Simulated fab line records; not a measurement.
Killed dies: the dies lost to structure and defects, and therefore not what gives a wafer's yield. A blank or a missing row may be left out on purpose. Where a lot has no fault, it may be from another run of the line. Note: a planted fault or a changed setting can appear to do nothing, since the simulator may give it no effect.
8D (eight disciplines) problem report, filled in by code || flow n5Finfet || the parts of the form that need people (team, actions taken, sign-off) are left out

1. PROBLEM STATEMENT
At N5_BEOL_M15_CMP_49, barrierFieldEndpointS averages 9.00 s over 5 wafers from 3 lots, while fault-free wafers read 11.47 s, standard deviation 0.25. That is -9.9 standard deviations from the usual mean.
The step: polishes, stops on SiO2, t overpolish 4.9 s, target thk 850 nm.
First seen on wafer L914.4, day 17 09:37, on cmp-01. Wafers with a number at this step in the record: 28, from 10 lots. By rule, "out" or "out of limits" means more than 4 standard deviations away from the usual mean. Any other wafer with a number is counted as sound.

2. WHAT IT IS AND WHAT IT IS NOT
{"question": "which readings at this step", "is": "barrierFieldEndpointS", "is not": "platenRpm"}
{"question": "which lots", "is": "L914, L917, L920", "is not": "L897, L898, L903, L905, L910, L911, L912"}
{"question": "which wafers of those lots", "is": "L914.4, L917.2, L917.4, L920.2, L920.4", "is not": "L914.3, L914.5"}
{"question": "read on which tools", "is": "cmp-01, cmp-02, cmp-04", "is not": "-"}
{"question": "when", "is": "from day 17 09:37", "is not": "up to then (23 sound wafers)"}

3. SUSPECTS, AND WHAT RULES EACH OUT
Counting: any tool at a process step up to the reading remains a suspect provided it ran every lot that is out. Sound lots after the first of them don't rule it out here, since some wafers of a struck lot are sound.
- rieDiel-03 at N5_BEOL_M15_TRENCH_ETCH_34 (etches SiO2 in C4F8/O2/Ar, target depth 872.93 nm, time 199 s): kept. Ran every lot that is out, first one L914 (day 17 06:56); last sound lot up to then L912 (day 16 09:31).
- pvdSputter-02 at N5_BEOL_M15_SPUTTER_43 (material TaN, target thk 15 nm, time 24.19 s): kept. Ran every lot that is out, first one L914 (day 17 08:46); last sound lot up to then L910 (day 16 14:08).
The count leaves pvdSputter-02 at N5_BEOL_M15_SPUTTER_43 and rieDiel-03 at N5_BEOL_M15_TRENCH_ETCH_34.

4. THE CAUSE (what the simulator had put in)
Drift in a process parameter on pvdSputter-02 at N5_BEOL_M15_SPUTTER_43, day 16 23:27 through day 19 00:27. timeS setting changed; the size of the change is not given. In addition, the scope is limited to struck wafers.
This tool is one of the 2 suspects left after counting.

5. SEQUENCE OF EFFECTS, ordered by route
Each row: a reading where the mean over the struck wafers with a number is more than 3 standard deviations away from the usual. Scope: only readings with a usual standard deviation given in the record; hours: median across lots of the time from each lot's start at the first step in this table that gives one to its start at this step; sigmas: change in usual standard deviations.
{"hours": 0, "step": "N5_BEOL_M15_CMP_49", "reading": "barrierFieldEndpointS", "usual": "11.47 s", "on struck wafers": 9.00, "change": -2.47, "sigmas": -9.9}
The process steps in it:
- N5_BEOL_M15_CMP_49: polishes, stops on SiO2, t overpolish 4.9 s, target thk 850 nm.

6. HOW IT WOULD HAVE BEEN CAUGHT EARLIER
First out-of-limits reading in this record: day 17 09:37, which is 10 hours after fault onset at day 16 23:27.
Tool readings at N5_BEOL_M15_SPUTTER_43 with a usual standard deviation given in the record: none out on any struck wafer, hence no alarm at a limit of 4 standard deviations on them.
L917, L920, from the lots that are out (3), started N5_BEOL_M15_SPUTTER_43 on pvdSputter-02 later than day 17 09:37. A hold on the tool at that time would have spared those 2.
